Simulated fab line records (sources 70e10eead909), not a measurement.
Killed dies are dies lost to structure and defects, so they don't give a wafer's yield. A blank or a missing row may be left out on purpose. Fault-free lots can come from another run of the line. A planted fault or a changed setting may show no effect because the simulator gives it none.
Which tool is to blame? / flow nand harc / 36 wafers from 12 lots sampled at 4 of the route's 1302 steps

## WHAT THE GAUGES SHOWED, per wafer
NHARC_A_BLC_INSPECT_12.
lot=L075; measured=day 23 07:56; on=defect inspect-01; raw defect count=152 183 155
lot=L076; measured=day 23 21:55; on=defect inspect-02; raw defect count=124 108 100
lot=L078; measured=day 24 06:03; on=defect inspect-01; raw defect count=66 65 82
lot=L082; measured=day 25 22:17; on=defect inspect-02; raw defect count=28 31 38
lot=L083; measured=day 26 07:59; on=defect inspect-01; raw defect count=41 32 41
lot=L087; measured=day 27 02:16; on=defect inspect-02; raw defect count=134 127 107
lot=L085; measured=day 27 07:26; on=defect inspect-02; raw defect count=79 79 90
lot=L088; measured=day 28 17:28; on=defect inspect-01; raw defect count=53 72 71
lot=L090; measured=day 29 16:02; on=defect inspect-02; raw defect count=133 127 143
lot=L093; measured=day 30 04:50; on=defect inspect-01; raw defect count=115 126 104
lot=L094; measured=day 30 23:53; on=defect inspect-01; raw defect count=130 132 116
lot=L097; measured=day 31 18:56; on=defect inspect-02; raw defect count=124 137 110

## TOOL THAT RAN EACH LOT (tool first, then ch and the chambers of the sampled wafers, then the start)
lot=L075; NHARC_A_CONTACT_ETCH_134=har cap etch-03 ch 0,1, day 23 02:19; NHARC_A_CONTACT_ETCH_98=rie diel-03 ch 0,3, day 23 07:56 or earlier; NHARC_A_CONTACT_CVD_19=cvd w-01 ch 0,1, day 23 07:56 or earlier
lot=L076; NHARC_A_CONTACT_ETCH_134=har cap etch-03 ch 0,1, day 23 16:50; NHARC_A_CONTACT_ETCH_98=rie diel-10 ch 0,3, day 23 21:55 or earlier; NHARC_A_CONTACT_CVD_19=cvd w-02 ch 0,1, day 23 21:55 or earlier
lot=L078; NHARC_A_CONTACT_ETCH_134=har cap etch-01 ch 0,1, day 24 00:57; NHARC_A_CONTACT_ETCH_98=rie diel-11 ch 0,3, day 24 06:03 or earlier; NHARC_A_CONTACT_CVD_19=cvd w-02 ch 1, day 24 06:03 or earlier
lot=L082; NHARC_A_CONTACT_ETCH_134=har cap etch-01 ch 0,1, day 25 17:11; NHARC_A_CONTACT_ETCH_98=rie diel-03 ch 0,1,2, day 25 19:08; NHARC_A_CONTACT_CVD_19=cvd w-02 ch 0,1, day 25 22:17 or earlier
lot=L083; NHARC_A_CONTACT_ETCH_134=har cap etch-02 ch 0,1, day 26 02:46; NHARC_A_CONTACT_ETCH_98=rie diel-03 ch 0,2, day 26 04:46; NHARC_A_CONTACT_CVD_19=cvd w-01 ch 0,1, day 26 07:59 or earlier
lot=L087; NHARC_A_CONTACT_ETCH_134=har cap etch-02 ch 0,1, day 26 21:13; NHARC_A_CONTACT_ETCH_98=rie diel-11 ch 0,3, day 27 02:16 or earlier; NHARC_A_CONTACT_CVD_19=cvd w-02 ch 0,1, day 27 02:16 or earlier
lot=L085; NHARC_A_CONTACT_ETCH_134=har cap etch-01 ch 0,1, day 27 01:53; NHARC_A_CONTACT_ETCH_98=rie diel-10 ch 0,1,2, day 27 07:26 or earlier; NHARC_A_CONTACT_CVD_19=cvd w-01 ch 0,1, day 27 07:26 or earlier
lot=L088; NHARC_A_CONTACT_ETCH_134=har cap etch-01 ch 1, day 28 12:18; NHARC_A_CONTACT_ETCH_98=rie diel-10 ch 0,2, day 28 17:28 or earlier; NHARC_A_CONTACT_CVD_19=cvd w-01 ch 0,1, day 28 17:28 or earlier
lot=L090; NHARC_A_CONTACT_ETCH_134=har cap etch-01 ch 0,1, day 29 09:55; NHARC_A_CONTACT_ETCH_98=rie diel-10 ch 2,3, day 29 16:02 or earlier; NHARC_A_CONTACT_CVD_19=cvd w-01 ch 0,1, day 29 16:02 or earlier
lot=L093; NHARC_A_CONTACT_ETCH_134=har cap etch-01 ch 0,1, day 29 23:40; NHARC_A_CONTACT_ETCH_98=rie diel-10 ch 0,1,3, day 30 04:50 or earlier; NHARC_A_CONTACT_CVD_19=cvd w-02 ch 0,1, day 30 04:50 or earlier
lot=L094; NHARC_A_CONTACT_ETCH_134=har cap etch-01 ch 0,1, day 30 18:57; NHARC_A_CONTACT_ETCH_98=rie diel-03 ch 0,2,3, day 30 20:54; NHARC_A_CONTACT_CVD_19=cvd w-01 ch 0,1, day 30 23:53 or earlier
lot=L097; NHARC_A_CONTACT_ETCH_134=har cap etch-01 ch 0,1, day 31 13:04; NHARC_A_CONTACT_ETCH_98=rie diel-10 ch 0,1,2, day 31 18:56 or earlier; NHARC_A_CONTACT_CVD_19=cvd w-02 ch 0,1, day 31 18:56 or earlier
- NHARC_A_CONTACT_ETCH_134: etches the open film in C4F8/O2/Ar, time 140 s, target depth 700 nm.
- NHARC_A_CONTACT_ETCH_98: etches the open film in C4F6/O2, target depth 20 nm, time 10 s.
- NHARC_A_CONTACT_CVD_19: deposits W, target thk 300 nm, time 802 s.

## THE ANSWER, worked out from the rows above alone
Rule: usual is defined by the lots themselves. Put in order of their means at a reading, lots are off if they are a third of the lots or fewer, leave a main group of 4 or more, and stand apart from it by a gap of 3 or more times the standard deviation of the main group's means; of several such gaps the widest counts. A main group is skipped when, at the precision printed for the reading in the tables above, its means are all equal. Also off: a lot with no number at a reading for which 4 or more lots have one. Where the step has rows for the other lots, those lots are counted as sound.
No lot is off on any of the readings shown, so nothing can be concluded from this.

## WHAT THE SIMULATOR HAD INSERTED
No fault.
